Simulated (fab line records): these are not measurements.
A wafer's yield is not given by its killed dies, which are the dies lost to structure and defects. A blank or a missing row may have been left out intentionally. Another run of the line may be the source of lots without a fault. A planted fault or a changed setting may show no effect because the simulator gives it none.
Matching of chambers | flow n5 finfet | N5_BEOL_M0_SAQP_CUT_ETCH_46 on rie diel-03 has 4 sister chambers
The step etches SOC in N2/H2, target depth 135 nm, overetch 27 nm, time 202.5 s. 18 wafers are shown with their chamber, then 9 later ones without.

WAFERS WITH THEIR CHAMBER
wafer  | chamber | showerhead plenum p Torr (Torr) | drypump motor current A (A) | throttle valve pct (%)
L075.2 | 0       | 2.69                            | 5.9                         | 17.94
L075.3 | 3       | 2.65                            | 5.5                         | 17.91
L075.4 | 2       | 2.43                            | 5.7                         | 17.88
L078.1 | 0       | 2.68                            | 5.9                         | 17.94
L078.3 | 2       | 2.43                            | 5.7                         | 17.87
L078.5 | 2       | 2.43                            | 5.7                         | 17.89
L081.1 | 2       | 2.42                            | 5.7                         | 17.94
L081.3 | 1       | 2.53                            | 5.8                         | 18.26
L081.6 | 0       | 2.68                            | 6.0                         | 17.99
L083.1 | 2       | 2.42                            | 5.7                         | 17.92
L083.4 | 0       | 2.68                            | 5.9                         | 17.95
L083.6 | 2       | 2.42                            | 5.7                         | 17.93
L085.2 | 1       | 2.53                            | 5.7                         | 18.28
L085.3 | 2       | 2.42                            | 5.7                         | 17.94
L085.6 | 3       | 2.64                            | 5.5                         | 17.95
L091.1 | 0       | 2.67                            | 5.9                         | 17.99
L091.4 | 3       | 2.63                            | 5.5                         | 17.97
L091.6 | 0       | 2.67                            | 5.9                         | 17.99

SIGNATURES (averages over the wafers above)
reading                  | chamber 0 | chamber 1 | chamber 2 | chamber 3 | scatter within a chamber
showerhead plenum p Torr | 2.6783    | 2.5300    | 2.4243    | 2.6400    | 0.00684
drypump motor current A  | 5.917     | 5.750     | 5.700     | 5.500     | 0.0309
throttle valve pct       | 17.9667   | 18.2700   | 17.9100   | 17.9433   | 0.0275
Rule: a wafer's distance from a chamber is the root of the sum, over the readings, of the square of ((its reading less the chamber's mean) divided by the reading's scatter). If the next closest chamber is less than 2 further off than the closest, the wafer can't be placed; otherwise it belongs to the closest. How the scatter is found: for the shown wafers, subtract from each reading the mean of its chamber, square and add these, divide the total by (wafers less chambers), then take the root.

WAFERS WITH NO CHAMBER GIVEN
wafer  | showerhead plenum p Torr (Torr) | drypump motor current A (A) | throttle valve pct (%)
L093.1 | 2.41                            | 5.7                         | 17.95
L093.3 | 2.67                            | 5.9                         | 17.99
L093.5 | 2.52                            | 5.7                         | 18.30
L095.1 | 2.52                            | 5.7                         | 18.30
L095.2 | 2.66                            | 6.0                         | 18.01
L095.4 | 2.41                            | 5.7                         | 17.97
L094.1 | 2.63                            | 5.5                         | 18.00
L094.4 | 2.52                            | 5.8                         | 18.32
L094.5 | 2.52                            | 5.7                         | 18.31

WHICH CHAMBER EACH WENT THROUGH
wafer  | from the rows above | in truth
L093.1 | 2                   | 2
L093.3 | 0                   | 0
L093.5 | 1                   | 1
L095.1 | 1                   | 1
L095.2 | 0                   | 0
L095.4 | 2                   | 2
L094.1 | 3                   | 3
L094.4 | 1                   | 1
L094.5 | 1                   | 1
9 of 9 placed correctly. Number that these rows cannot place: 0. Placed wrongly: 0.
